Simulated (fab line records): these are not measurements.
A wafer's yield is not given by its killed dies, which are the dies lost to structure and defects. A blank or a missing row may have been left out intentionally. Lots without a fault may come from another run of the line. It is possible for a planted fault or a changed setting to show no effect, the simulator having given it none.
Comparing a struck lot with a sound one	flow n5-finfet	33 steps out of a route of 1938
Sound: the wafers L679.3, L679.4, L679.6. Struck: wafers L692.1, L692.2, L692.5. The cause is named last.
Per side, at each step with rows, come the tool, then ch with its chambers, and then its first start. Under that, the readings that differ: sound wafers	struck wafers	difference of the means	sigmas: that difference in standard deviations of wafers without a fault.
alike: same words and numbers on both sides, and readings whose means sit less than 2 such deviations apart. not compared: any withheld reading, any reading some wafer has no value for, any bound like >300 that may hide the same value, and any number with overlapping values for which the record gives no deviation.
Wherever a step has rows on one side only, a row that says differs or no value, or a row with sigmas, the two part there. Numbers that don't overlap but have no deviation are shown without sigmas and don't part them. Lack of a reading on every wafer of one side parts them only where that side has two or more wafers.

first, 2 steps without rows for these wafers: N5_BEOL_M8_ECD_50 (material Cu, target thk 300 nm); N5_BEOL_M8_ANNEAL_51 (time 90 s).
N5_BEOL_M8_CMP_52: polishes, stops on SiCOH lowk, t overpolish 6.9 s, target thk 80 nm.
  sound on cmp-02 ch 0,2, day 11 15:08; struck on cmp-04 ch 0,1, day 14 07:53
reading	sound	struck	difference	sigmas
clearing-platen-rpm (rpm)	49.984 49.940 49.960	50.023 50.002 50.021	+0.054	+2
  alike: barrier-field-endpoint-s, edge-zone-pressure-frac, motor-current-A, overpolish-run-s, time-to-endpoint-s
N5_BEOL_M8_THK_MEAS_53: measures by xrf.
  struck on film-metro-01, day 14 08:10; sound on film-metro-01, day 11 15:23
  alike: M8_THK
then, 2 steps without rows for these wafers: N5_BEOL_M8_PRE_CLEAN_55 (time 15 s); N5_BEOL_M8_DEP_56 (deposits SiCN from 3MS/NH3, target thk 10 nm, time 17.5 s).
N5_BEOL_M8_RS_MEAS_57: a four-point-probe measurement.
  struck on film-metro-01, day 14 08:19; sound on film-metro-01, day 11 15:32
  alike: M8_RS
N5_BEOL_M8_INSPECT_58: inspects for defects (darkfield).
  struck on defect-inspect-02, day 14 08:20; sound on defect-inspect-01, day 11 15:33
  alike: raw-defect-count
N5_BEOL_M9_ILD_DEP_00: deposits SiCOH lowk from DEMS/porogen, target thk 308.51 nm, time 58 s.
  sound on pecvd-04 ch 0,1,2, day 11 15:35; struck on pecvd-01 ch 0,1, day 14 08:23
  alike: chamber-pressure-Torr, heater-power-outer-w, heater-power-w, showerhead-plenum-p-Torr, throttle-valve-pct
N5_BEOL_M9_CURE_71: cures SiCOH lowk, time 240 s.
  sound on uv-cure-01 ch 1, day 11 16:01; struck on uv-cure-02 ch 0, day 14 08:27
  alike: lamp-power-pct, wafer_temp_C_max
N5_BEOL_M9_THK_MEAS_01:
  struck on film-metro-01, day 14 08:58; sound on film-metro-02, day 11 16:41
  alike: M9_ILD_THK
N5_BEOL_M9_PECVD_70: deposits SiO2 from TEOS/O2, target thk 20 nm, time 22.7 s.
  sound on pecvd-01 ch 0,2, day 11 16:43; struck on pecvd-01 ch 0,1,2, day 14 09:00
  alike: heater-power-w, showerhead-plenum-p-Torr, throttle-valve-pct
N5_BEOL_M9_HM_DEP_02: deposits TiN, target thk 20 nm.
  struck on pvd-sputter-02, day 14 10:10; sound on pvd-sputter-01, day 11 17:26
  no value came back on the struck wafers for chamber-pressure-pa (Pa), substrate-temp-c (C), throttle-valve-pct (%); on the sound wafers chamber-pressure-pa (Pa) reads 0.5008 0.5003 0.4997
then, 8 steps without rows for these wafers: N5_BEOL_M9_COAT_59 (time 60 s, resist thk 100 nm); N5_BEOL_M9_COAT_60 (time 60 s, resist thk 30 nm); N5_BEOL_M9_COAT_05 (resist thk 90 nm); N5_BEOL_M9_EBR_07; N5_BEOL_M9_SOFTBAKE_06 (time 60 s); N5_BEOL_M9_EXPOSE_08 (exposes mask M9); N5_BEOL_M9_PEB_09 (peb time 60 s); N5_BEOL_M9_DEVELOP_10 (develop time 30 s).
N5_BEOL_M9_CD_MEAS_11: target cd 64.1 nm.
  sound on cd-sem-01 ch 0, day 11 17:49; struck on cd-sem-02 ch 0, day 14 10:33
  alike: cd-nm
N5_BEOL_M9_OVL_MEAS_12:
  sound on overlay-01 ch 0, day 11 17:50; struck on overlay-01 ch 0, day 14 10:35
  alike: M9_OVL
N5_BEOL_M9_INSPECT_13: inspects for defects (brightfield).
  struck on defect-inspect-01, day 14 10:36; sound on defect-inspect-01, day 11 17:52
  alike: raw-defect-count
then, 5 steps without rows for these wafers: N5_BEOL_M9_DESCUM_16 (chemistry O2, time 7.9 s); N5_BEOL_M9_ETCH_61 (etches SiARC in CF4, target depth 39 nm, time 65 s); N5_BEOL_M9_ETCH_62 (etches SOC in N2/H2, target depth 110 nm, overetch 22 nm, time 165 s); N5_BEOL_M9_STRIP_68 (strips in N2/H2); N5_BEOL_M9_STRIP_67 (strips in CF4).
N5_BEOL_M9_HM_OPEN_17: chemistry Cl2/BCl3, target TiN, target depth 20 nm, overetch 6 nm.
  sound on rie-metal-02 ch 0,1, day 11 18:36; struck on rie-metal-02 ch 0,1, day 14 10:55
reading	sound	struck	difference	sigmas
oes-product-au (a.u.)	0.81 0.59 0.80	0.34 0.25 0.34	-0.42	-4
throttle-valve-pct (%)	22.31 21.67 22.32	23.00 22.31 23.01	+0.67	+3
model.etch.depth-nm (nm)	20.09 20.08 19.89	0 0 0	-20	
  alike: drypump-motor-current-A
  not compared: rf-hours-counter-h
N5_BEOL_M9_STRIP_19: strips in O2.
  sound on rie-diel-02 ch 1,2,3, day 11 18:44; struck on rie-diel-01 ch 0,2, day 14 11:01
  alike: drypump-motor-current-A, oes-product-au, rf-vpp-V, showerhead-plenum-p-Torr, throttle-valve-pct
  not compared: rf-hours-counter-h
N5_BEOL_M9_CD_MEAS_18: pitch 140 nm, target cd 70 nm.
  struck on cd-sem-02, day 14 11:05; sound on cd-sem-03, day 11 18:48
reading	sound	struck	difference	sigmas
cd-nm (nm)	69.7 70.6 70.2	- - -	no value on the struck wafers	
then, 1 step without rows for these wafers: N5_BEOL_M9_COAT_63 (time 60 s, resist thk 60 nm).

## WHERE THEY PART
Last at N5_BEOL_M9_CD_MEAS_18 as far as this record goes, first at N5_BEOL_M8_CMP_52.

WHY: what the simulator had put in
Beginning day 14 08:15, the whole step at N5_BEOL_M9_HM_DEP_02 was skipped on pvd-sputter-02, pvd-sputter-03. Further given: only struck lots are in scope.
